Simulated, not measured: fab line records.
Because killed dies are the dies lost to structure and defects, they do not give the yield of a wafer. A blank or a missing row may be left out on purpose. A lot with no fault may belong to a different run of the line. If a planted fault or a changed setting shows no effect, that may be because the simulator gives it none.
What tool caused it? ; flow nand_harc ; 15 lots (45 wafers sampled), 1 step of a 1159-step route

== WHAT THE GAUGES SHOWED, per wafer ==
NHARC_A_CONTACT_OVL_MEAS_43.
lot;measured;on;overlay_x_nm (nm);overlay_y_nm (nm)
L806;day 16 14:54;overlay-02;0.3 0.3 0.5;0.6 0.8 1.0
L807;day 16 19:28;overlay-02;-0.2 -0.1 -0.4;0.0 0.0 -0.1
L804;day 16 20:03;overlay-02;0.1 -0.2 -0.2;0.0 0.7 0.7
L803;day 16 21:58;overlay-02;0.9 0.4 0.7;0.4 0.0 0.4
L802;day 17 02:04;overlay-02;-1.6 -1.7 -1.5;0.9 0.7 0.7
L805;day 17 02:06;overlay-01;-0.6 -0.6 -0.6;-0.8 -0.5 -0.8
L808;day 17 17:05;overlay-02;0.0 0.2 0.5;0.3 -0.3 -0.3
L810;day 18 10:44;overlay-01;0.1 -0.2 0.5;0.3 0.4 0.7
L812;day 18 16:15;overlay-02;-1.0 -1.6 -0.9;0.8 0.4 0.2
L817;day 19 02:39;overlay-02;0.9 1.4 1.2;-1.6 -1.7 -1.1
L814;day 19 18:13;overlay-01;-0.5 0.0 0.4;1.0 1.4 1.6
L819;day 20 11:40;overlay-01;0.4 0.2 -0.2;-0.3 -0.6 -0.8
L821;day 20 22:34;overlay-01;0.8 0.5 0.5;-1.5 -2.1 -2.5
L825;day 21 17:10;overlay-02;-0.6 -0.5 -0.5;1.0 1.1 0.8
L823;day 21 17:45;overlay-01;-0.5 -0.6 -0.3;0.3 0.9 0.7

== EACH LOT AND THE TOOL THAT RAN IT (in order: tool; ch and the chambers of the sampled wafers; start) ==
The record holds no process step before these readings.

== WHAT THE TOOLS THEMSELVES READ (means of the sampled wafers that have a number; where no wafer has one, the mark that the record gives instead) ==
The record holds no such reading with a usual standard deviation.

== THE ANSWER, worked out from the rows above alone ==
Rule: what is usual is taken from the lots themselves. Put in order of their means at a reading, lots are off if they are a third of the lots or fewer, leave a main group of 4 or more, and stand apart from it by a gap of 3 or more times the standard deviation of the main group's means; of several such gaps the widest counts. A main group is skipped when, at the precision printed for the reading in the tables above, its means are all equal. A lot without any number at a reading at which 4 lots or more have one is off too. Any other lot the step has rows for is counted as sound. After the gauges, taken in route order, come the tools' own readings; for these a lot's mean is taken, as printed above. The first step at which some lot is off is used, and at that step the reading that is off furthest; a lot without a number counts as furthest.
None of the lots is off at any reading shown; this tells nothing.

== WHAT THE SIMULATOR PUT IN ==
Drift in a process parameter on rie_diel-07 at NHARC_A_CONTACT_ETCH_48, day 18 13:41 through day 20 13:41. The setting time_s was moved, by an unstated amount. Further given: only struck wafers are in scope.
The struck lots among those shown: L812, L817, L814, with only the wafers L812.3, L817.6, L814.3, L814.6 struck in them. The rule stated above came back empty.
